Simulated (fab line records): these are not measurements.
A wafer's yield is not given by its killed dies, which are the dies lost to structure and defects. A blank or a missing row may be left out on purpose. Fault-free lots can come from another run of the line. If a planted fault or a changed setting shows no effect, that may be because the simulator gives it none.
fab line records + flow n5-finfet + part 2 of 2: steps 5 to 6 of 6
record
- lots=23
- wafers=69
- last-day=18
route steps=1938 shown BEOL_M5@1183 BEOL_M6@1197
lots that met no fault: from a run of the same line without faults
start-h: hours from the record's opening day to when the first of the lot's shown wafers began + wait-h: hours from the lot's prior step to this one + " identical to the entry in the row above + L1.1+2: one row covering several wafers at once + - no value, or no start was given + * or withheld: withheld + < > ~ a bound
route shown NAME@n: a module of which the file shows steps, and the number in the route of the first + usual: mean and standard deviation over wafers with no fault + same: alike in all rows + chamber/n: place in a boat + sites: each site's reading + _std_site: the standard deviation of these + _edge_site: mean of outer sites minus mean of inner sites + radius-mm: how far each site lies from the wafer's centre + mask NAME#n: copy n + behind: the last tool/chamber to shape the wafer + hold: why the lot went on hold/how many hours it stayed there/how the hold came to an end + device: whichever transistor did not switch (one of n, p or np) + end of line: the route-end tests of the same wafers + for a step that has no rows: nothing shown but its recipe + killed: dies lost to structure and defects at the first sort, not the wafer's yield + map: the dies of a wafer, with x for killed, . for not killed, _ for no die there
set.NAME: the setting as run; set.NAME@STEP: as run at that earlier step + model.NAME: the simulator's own value behind a step, which no gauge read
route steps across a sampled set of lots; one table per step, one row per wafer
services: the hour from which a tool's chamber was out of use, counted from the record's first day as start-h (under 0 if before that day), plus the number of hours and why
## steps
# step N5_BEOL_M6_CD_MEAS_28
# recipe
- target-cd-nm=40
- landing-energy-ev=500
- detector=se-inlens
# usual
- cd-nm=40.03/0.24
| lot.wafer | tool      | chamber | start-h | wait-h | cd-nm |
|-----------|-----------|---------|---------|--------|-------|
| L075.1    | cd-sem-01 | 0       | 185.70  | -      | 40.05 |
| L075.4    | "         | 0       | "       | "      | 39.67 |
| L075.6    | "         | 0       | "       | "      | 39.92 |
| L074.2    | cd-sem-03 | 0       | 192.47  | -      | 40.21 |
| L074.3    | "         | 0       | "       | "      | 39.87 |
| L074.4    | "         | 0       | "       | "      | 40.10 |
| L077.2    | cd-sem-01 | 0       | 195.43  | -      | 40.24 |
| L077.4    | "         | 0       | "       | "      | 39.98 |
| L077.5    | "         | 0       | "       | "      | 40.03 |
| L076.2    | cd-sem-03 | 0       | 195.60  | -      | 39.74 |
| L076.3    | "         | 0       | "       | "      | 39.81 |
| L076.5    | "         | 0       | "       | "      | 39.67 |
| L078.2    | cd-sem-03 | 0       | 217.23  | -      | 40.36 |
| L078.5    | "         | 0       | "       | "      | 39.74 |
| L078.6    | "         | 0       | "       | "      | 40.06 |
| L079.2    | cd-sem-01 | 0       | 219.15  | -      | 40.22 |
| L079.4    | "         | 0       | "       | "      | 39.98 |
| L079.6    | "         | 0       | "       | "      | 39.88 |
| L081.3    | cd-sem-03 | 0       | 227.83  | -      | 39.87 |
| L081.5    | "         | 0       | "       | "      | 39.72 |
| L081.6    | "         | 0       | "       | "      | 39.42 |
| L082.1    | cd-sem-02 | 0       | 233.44  | -      | 40.33 |
| L082.2    | "         | 0       | "       | "      | 39.66 |
| L082.3    | "         | 0       | "       | "      | 39.92 |
| L080.4    | cd-sem-01 | 0       | 238.47  | -      | 39.89 |
| L080.5    | "         | 0       | "       | "      | 40.07 |
| L080.6    | "         | 0       | "       | "      | 40.38 |
| L083.1    | cd-sem-03 | 0       | 250.98  | -      | 40.65 |
| L083.3    | "         | 0       | "       | "      | 39.93 |
| L083.4    | "         | 0       | "       | "      | 40.03 |
| L086.1    | cd-sem-01 | 0       | 255.03  | -      | 39.88 |
| L086.2    | "         | 0       | "       | "      | 40.22 |
| L086.4    | "         | 0       | "       | "      | 40.10 |
| L084.3    | cd-sem-01 | 0       | 257.09  | -      | 40.24 |
| L084.4    | "         | 0       | "       | "      | 39.92 |
| L084.6    | "         | 0       | "       | "      | 40.15 |
| L085.2    | cd-sem-01 | 0       | 257.37  | -      | 40.22 |
| L085.4    | "         | 0       | "       | "      | 40.07 |
| L085.6    | "         | 0       | "       | "      | 40.16 |
| L088.2    | cd-sem-02 | 0       | 265.27  | -      | 40.06 |
| L088.3    | "         | 0       | "       | "      | 40.20 |
| L088.6    | "         | 0       | "       | "      | 40.48 |
| L087.1    | cd-sem-02 | 0       | 265.32  | -      | 39.89 |
| L087.3    | "         | 0       | "       | "      | 40.43 |
| L087.6    | "         | 0       | "       | "      | 39.85 |
| L089.1    | cd-sem-01 | 0       | 278.31  | -      | 40.35 |
| L089.2    | "         | 0       | "       | "      | 39.96 |
| L089.3    | "         | 0       | "       | "      | 40.41 |
| L090.1    | cd-sem-03 | 0       | 281.71  | -      | 40.21 |
| L090.2    | "         | 0       | "       | "      | 39.67 |
| L090.3    | "         | 0       | "       | "      | 40.07 |
| L091.1    | cd-sem-03 | 0       | 301.03  | -      | 39.89 |
| L091.2    | "         | 0       | "       | "      | 40.60 |
| L091.6    | "         | 0       | "       | "      | 39.98 |
| L093.1    | cd-sem-03 | 0       | 301.56  | -      | 39.69 |
| L093.5    | "         | 0       | "       | "      | 40.20 |
| L093.6    | "         | 0       | "       | "      | 39.86 |
| L094.3    | cd-sem-03 | 0       | 307.57  | -      | 40.10 |
| L094.4    | "         | 0       | "       | "      | 39.93 |
| L094.6    | "         | 0       | "       | "      | 39.93 |
| L095.2    | cd-sem-01 | 0       | 315.15  | -      | 39.72 |
| L095.3    | "         | 0       | "       | "      | 39.69 |
| L095.6    | "         | 0       | "       | "      | 39.82 |
| L096.1    | cd-sem-02 | 0       | 319.16  | -      | 40.22 |
| L096.4    | "         | 0       | "       | "      | 40.50 |
| L096.6    | "         | 0       | "       | "      | 40.24 |
| L097.1    | cd-sem-02 | 0       | 340.37  | -      | 39.98 |
| L097.2    | "         | 0       | "       | "      | 40.08 |
| L097.4    | "         | 0       | "       | "      | 39.76 |
# step N5_BEOL_M6_ETCH_65
# recipe
- chemistry=CF4
- target=SiARC
- target-depth-a=156
- mask-material=CAR-EUV
- time-s=26
- ion-energy-ev=80
- pressure-mtorr=40
- source-w=545
- bias-w=36
- Ar_flow_sccm=100
- cf4-flow-sccm=100
- ends=cleared
# usual
- bias-w=35.99/0.11
- drypump-motor-current-A=5.6/0.5
- etch-rf-on-time-s=26.0/0.41
- oes-product-au=0.71/0.075
- rf-fwd-power-W=532.9/2.3
- rf-vpp-V=183.9/1.3
- showerhead-plenum-p-Torr=2.12/0.068
- throttle-valve-pct=15.5/0.33
| lot.wafer | tool        | chamber | start-h | wait-h | bias-w | drypump-motor-current-A | etch-rf-on-time-s | oes-product-au | rf-fwd-power-W | rf-hours-counter-h | rf-vpp-V | showerhead-plenum-p-Torr | throttle-valve-pct |
|-----------|-------------|---------|---------|--------|--------|-------------------------|-------------------|----------------|----------------|--------------------|----------|--------------------------|--------------------|
| L075.1    | rie-diel-04 | 3       | 186.14  | 0.0    | 35.91  | 6.2                     | 26.6              | 0.80           | 529.4          | 4                  | 183.0    | 2.09                     | 15.1               |
| L075.4    | "           | 3       | "       | "      | 35.75  | 6.2                     | 26.5              | 0.79           | 530.7          | -                  | 184.6    | 2.09                     | 15.2               |
| L075.6    | "           | 2       | "       | "      | 36.04  | 5.1                     | 25.8              | 0.81           | 536.9          | -                  | 183.8    | 2.10                     | 15.3               |
| L074.2    | rie-diel-02 | 0       | 193.17  | 0.0    | 36.02  | 5.1                     | 26.2              | 0.60           | 535.4          | 223                | 185.4    | 2.04                     | 16.1               |
| L074.3    | "           | 2       | "       | "      | 36.03  | 5.1                     | 25.5              | 0.73           | 533.1          | 65                 | 181.4    | 2.08                     | 15.4               |
| L074.4    | "           | 1       | "       | "      | 36.13  | 6.4                     | 25.4              | 0.84           | 533.1          | 3                  | 184.2    | 2.10                     | 15.0               |
| L077.2    | rie-diel-04 | 3       | 196.24  | 0.0    | 35.86  | 6.2                     | 26.5              | 0.79           | 533.9          | 6                  | 182.3    | 2.09                     | 15.2               |
| L077.4    | "           | 3       | "       | "      | 35.91  | 6.2                     | 26.6              | 0.79           | 533.4          | -                  | 181.6    | 2.09                     | 15.2               |
| L077.5    | "           | 2       | "       | "      | 35.95  | 5.1                     | 25.3              | 0.80           | 535.7          | -                  | 183.1    | 2.09                     | 15.3               |
| L076.2    | rie-diel-04 | 3       | 196.64  | 0.0    | 36.12  | 6.1                     | 26.7              | 0.79           | 532.1          | 6                  | 184.5    | 2.09                     | 15.2               |
| L076.3    | "           | 1       | "       | "      | 35.99  | 6.0                     | 26.2              | 0.62           | 532.5          | 205                | 185.3    | 2.21                     | 16.0               |
| L076.5    | "           | 2       | "       | "      | 35.94  | 5.1                     | 25.6              | 0.79           | 533.1          | -                  | 183.0    | 2.09                     | 15.3               |
| L078.2    | rie-diel-04 | 3       | 217.40  | 0.0    | 35.88  | 6.1                     | 26.3              | 0.77           | 528.3          | 15                 | 185.4    | 2.09                     | 15.2               |
| L078.5    | "           | 0       | "       | "      | 36.06  | 5.0                     | 25.4              | 0.83           | 530.5          | -                  | 183.5    | 2.10                     | 15.4               |
| L078.6    | "           | 1       | "       | "      | 36.02  | 6.0                     | 25.7              | 0.61           | 533.7          | -                  | 186.5    | 2.20                     | 16.0               |
| L079.2    | rie-diel-04 | 3       | 219.41  | 0.0    | 36.01  | 6.2                     | 26.5              | 0.75           | 530.3          | 16                 | 183.9    | 2.09                     | 15.2               |
| L079.4    | "           | 0       | "       | "      | 36.18  | 4.9                     | 25.5              | 0.81           | 532.9          | 4                  | 183.2    | 2.10                     | 15.4               |
| L079.6    | "           | 0       | "       | "      | 36.01  | 4.9                     | 25.5              | 0.82           | 529.6          | -                  | 183.3    | 2.10                     | 15.4               |
| L081.3    | rie-diel-04 | 2       | 228.12  | 0.0    | 35.90  | 5.1                     | 25.7              | 0.76           | 536.7          | 29                 | 185.2    | 2.09                     | 15.4               |
| L081.5    | "           | 1       | "       | "      | 35.91  | 6.0                     | 26.1              | 0.61           | 532.6          | -                  | 185.5    | 2.20                     | 16.0               |
| L081.6    | "           | 0       | "       | "      | 36.02  | 5.0                     | 25.2              | 0.80           | 530.9          | -                  | 181.5    | 2.10                     | 15.4               |
| L082.1    | rie-diel-02 | 0       | 233.62  | 0.0    | 35.96  | 5.1                     | 26.3              | 0.59           | 535.3          | 239                | 182.8    | 2.03                     | 16.2               |
| L082.2    | "           | 2       | "       | "      | 36.16  | 5.1                     | 26.0              | 0.70           | 534.3          | 80                 | 184.2    | 2.07                     | 15.4               |
| L082.3    | "           | 3       | "       | "      | 35.92  | 5.3                     | 25.9              | 0.74           | 534.2          | 50                 | 185.9    | 2.25                     | 15.4               |
| L080.4    | rie-diel-02 | 1       | 238.64  | 0.0    | 36.02  | 6.4                     | 25.9              | 0.78           | 532.2          | 20                 | 182.6    | 2.10                     | 15.0               |
| L080.5    | "           | 3       | "       | "      | 35.96  | 5.3                     | 25.5              | 0.76           | 533.8          | -                  | 185.7    | 2.25                     | 15.4               |
| L080.6    | "           | 0       | "       | "      | 36.12  | 5.1                     | 26.1              | 0.59           | 538.5          | -                  | 184.3    | 2.03                     | 16.2               |
| L083.1    | rie-diel-04 | 2       | 251.15  | 0.0    | 36.06  | 5.1                     | 25.4              | 0.76           | 535.5          | 39                 | 185.5    | 2.09                     | 15.4               |
| L083.3    | "           | 3       | "       | "      | 35.95  | 6.2                     | 26.3              | 0.74           | 533.5          | 28                 | 184.2    | 2.08                     | 15.2               |
| L083.4    | "           | 2       | "       | "      | 35.96  | 5.1                     | 25.5              | 0.76           | 535.4          | -                  | 184.2    | 2.09                     | 15.4               |
| L086.1    | rie-diel-03 | 3       | 255.79  | 0.0    | 36.02  | 5.1                     | 26.3              | 0.61           | 534.1          | 178                | 186.0    | 2.23                     | 15.8               |
| L086.2    | "           | 1       | "       | "      | 35.95  | 5.3                     | 26.5              | 0.68           | 529.6          | 100                | 183.2    | 2.08                     | 15.4               |
| L086.4    | "           | 3       | "       | "      | 36.04  | 5.1                     | 26.4              | 0.61           | 533.3          | -                  | 186.2    | 2.23                     | 15.8               |
| L084.3    | rie-diel-02 | 2       | 257.75  | 0.0    | 36.02  | 5.1                     | 25.7              | 0.69           | 531.6          | 88                 | 181.8    | 2.07                     | 15.5               |
| L084.4    | "           | 0       | "       | "      | 35.94  | 5.1                     | 26.2              | 0.59           | 535.8          | 248                | 184.2    | 2.03                     | 16.2               |
| L084.6    | "           | 0       | "       | "      | 36.05  | 5.1                     | 26.0              | 0.59           | 535.5          | -                  | 182.8    | 2.03                     | 16.2               |
| L085.2    | rie-diel-04 | 3       | 257.94  | 0.0    | 36.16  | 6.2                     | 26.5              | 0.74           | 532.5          | 32                 | 183.2    | 2.08                     | 15.2               |
| L085.4    | "           | 3       | "       | "      | 35.91  | 6.1                     | 26.7              | 0.73           | 530.5          | -                  | 184.5    | 2.08                     | 15.2               |
| L085.6    | "           | 2       | "       | "      | 35.96  | 5.1                     | 25.7              | 0.74           | 534.2          | -                  | 183.1    | 2.08                     | 15.4               |
| L088.2    | rie-diel-02 | 3       | 265.44  | 0.0    | 36.12  | 5.3                     | 25.5              | 0.74           | 535.0          | 60                 | 185.4    | 2.25                     | 15.4               |
| L088.3    | "           | 2       | "       | "      | 35.82  | 5.2                     | 25.9              | 0.69           | 530.4          | 91                 | 183.3    | 2.07                     | 15.5               |
| L088.6    | "           | 1       | "       | "      | 35.84  | 6.4                     | 25.8              | 0.76           | 531.4          | -                  | 183.7    | 2.10                     | 15.1               |
| L087.1    | rie-diel-04 | 1       | 265.49  | 0.0    | 35.96  | 6.0                     | 26.2              | 0.60           | 529.7          | 235                | 184.5    | 2.20                     | 16.0               |
| L087.3    | "           | 2       | "       | "      | 36.04  | 5.1                     | 25.8              | 0.74           | 537.3          | 45                 | 182.0    | 2.08                     | 15.4               |
| L087.6    | "           | 3       | "       | "      | 35.91  | 6.2                     | 26.6              | 0.74           | 533.6          | -                  | 184.0    | 2.08                     | 15.2               |
| L089.1    | rie-diel-04 | 2       | 278.81  | 0.0    | 35.96  | 5.1                     | 25.5              | 0.74           | 537.8          | 50                 | 182.4    | 2.08                     | 15.4               |
| L089.2    | "           | 3       | "       | "      | 35.94  | 6.2                     | 26.6              | 0.73           | 526.8          | 39                 | 185.0    | 2.08                     | 15.2               |
| L089.3    | "           | 0       | "       | "      | 36.17  | 5.0                     | 25.3              | 0.79           | 529.9          | 16                 | 183.7    | 2.09                     | 15.4               |
| L090.1    | rie-diel-03 | 1       | 282.23  | 0.0    | 35.77  | 5.3                     | 26.5              | 0.67           | 531.5          | 111                | 182.3    | 2.07                     | 15.4               |
| L090.2    | "           | 0       | "       | "      | 35.99  | 6.1                     | 25.4              | 0.72           | 533.6          | 61                 | 181.7    | 2.08                     | 15.8               |
| L090.3    | "           | 3       | "       | "      | 36.04  | 5.1                     | 26.1              | 0.60           | 531.4          | 188                | 186.6    | 2.23                     | 15.8               |
| L091.1    | rie-diel-03 | 2       | 301.21  | 0.0    | 36.12  | 5.8                     | 26.5              | 0.79           | 533.1          | 11                 | 184.5    | 2.09                     | 15.2               |
| L091.2    | "           | 1       | "       | "      | 36.07  | 5.3                     | 26.5              | 0.66           | 534.7          | 117                | 183.9    | 2.07                     | 15.4               |
| L091.6    | "           | 1       | "       | "      | 36.11  | 5.3                     | 26.5              | 0.66           | 534.5          | -                  | 182.1    | 2.07                     | 15.4               |
| L093.1    | rie-diel-03 | 3       | 301.77  | 0.0    | 36.12  | 5.1                     | 26.2              | 0.60           | 532.0          | 195                | 184.6    | 2.22                     | 15.8               |
| L093.5    | "           | 2       | "       | "      | 36.03  | 5.9                     | 26.3              | 0.79           | 531.6          | -                  | 185.2    | 2.09                     | 15.3               |
| L093.6    | "           | 3       | "       | "      | 35.91  | 5.1                     | 26.3              | 0.61           | 532.9          | -                  | 184.5    | 2.22                     | 15.8               |
| L094.3    | rie-diel-03 | 3       | 308.15  | 0.0    | 36.05  | 5.1                     | 26.5              | 0.60           | 533.0          | 197                | 184.3    | 2.22                     | 15.9               |
| L094.4    | "           | 2       | "       | "      | 36.02  | 5.9                     | 26.5              | 0.78           | 531.7          | 13                 | 182.6    | 2.09                     | 15.2               |
| L094.6    | "           | 0       | "       | "      | 35.93  | 6.1                     | 25.6              | 0.71           | 534.7          | -                  | 182.9    | 2.08                     | 15.8               |
| L095.2    | rie-diel-04 | 2       | 315.33  | 0.0    | 36.15  | 5.1                     | 25.2              | 0.72           | 535.2          | 66                 | 184.7    | 2.08                     | 15.4               |
| L095.3    | "           | 3       | "       | "      | 36.10  | 6.2                     | 26.3              | 0.71           | 531.8          | 55                 | 182.5    | 2.08                     | 15.3               |
| L095.6    | "           | 0       | "       | "      | 36.17  | 5.0                     | 25.4              | 0.75           | 531.0          | -                  | 186.2    | 2.09                     | 15.5               |
| L096.1    | rie-diel-03 | 0       | 319.33  | 0.0    | 35.96  | 6.1                     | 25.4              | 0.71           | 532.7          | 76                 | 183.6    | 2.08                     | 15.8               |
| L096.4    | "           | 2       | "       | "      | 35.93  | 5.9                     | 25.8              | 0.78           | 530.8          | 18                 | 182.9    | 2.09                     | 15.2               |
| L096.6    | "           | 3       | "       | "      | 35.95  | 5.2                     | 25.9              | 0.60           | 533.4          | -                  | 185.0    | 2.22                     | 15.8               |
| L097.1    | rie-diel-02 | 3       | 340.59  | 0.0    | 35.78  | 5.3                     | 25.9              | 0.71           | 533.8          | 86                 | 184.3    | 2.24                     | 15.4               |
| L097.2    | "           | 2       | "       | "      | 35.87  | 5.2                     | 25.7              | 0.67           | 529.7          | 121                | 183.6    | 2.06                     | 15.5               |
| L097.4    | "           | 0       | "       | "      | 36.15  | 5.1                     | 25.5              | 0.79           | 535.2          | 14                 | 184.9    | 2.28                     | 15.7               |
## services
| tool           | chamber | start-h | hours | kind                          |
|----------------|---------|---------|-------|-------------------------------|
| rie-diel-04    | 3       | 163.89  | -     | clean                         |
| rie-diel-04    | 3       | 163.89  | -     | consumable-replace:focus-ring |
| rie-diel-04    | 3       | 163.89  | 13.6  | scheduled-down                |
| rie-diel-04    | 3       | 163.89  | 13.6  | vent-cycle                    |
| cvd-co-01      | -       | 174.11  | 0.4   | repair                        |
| pecvd-03       | -       | 174.99  | 5.5   | repair                        |
| rie-diel-04    | 0       | 177.63  | -     | clean                         |
| rie-diel-04    | 0       | 177.63  | -     | consumable-replace:focus-ring |
| rie-diel-04    | 0       | 177.63  | 29.9  | scheduled-down                |
| rie-diel-04    | 0       | 177.63  | 29.9  | vent-cycle                    |
| pecvd-01       | -       | 180.37  | 0.9   | repair                        |
| pecvd-01       | 2       | 190.80  | 4.7   | repair                        |
| cvd-co-02      | 0       | 201.54  | 3.7   | repair                        |
| rie-diel-03    | 1       | 204.96  | 8.0   | repair                        |
| pecvd-01       | 0       | 207.72  | 6.4   | repair                        |
| rie-diel-03    | 0       | 222.41  | 3.9   | repair                        |
| pecvd-02       | -       | 233.00  | 0.7   | repair                        |
| rie-diel-04    | 0       | 244.97  | 22.3  | repair                        |
| pvd-sputter-01 | -       | 260.51  | 3.0   | repair                        |
| rie-diel-02    | 3       | 277.74  | 6.1   | repair                        |
| rie-diel-02    | -       | 307.01  | 4.3   | pm                            |
| cvd-co-01      | 0       | 307.10  | 6.0   | repair                        |
| rie-diel-02    | 0       | 321.23  | 8.0   | repair                        |
| pecvd-01       | -       | 329.86  | 1.7   | repair                        |
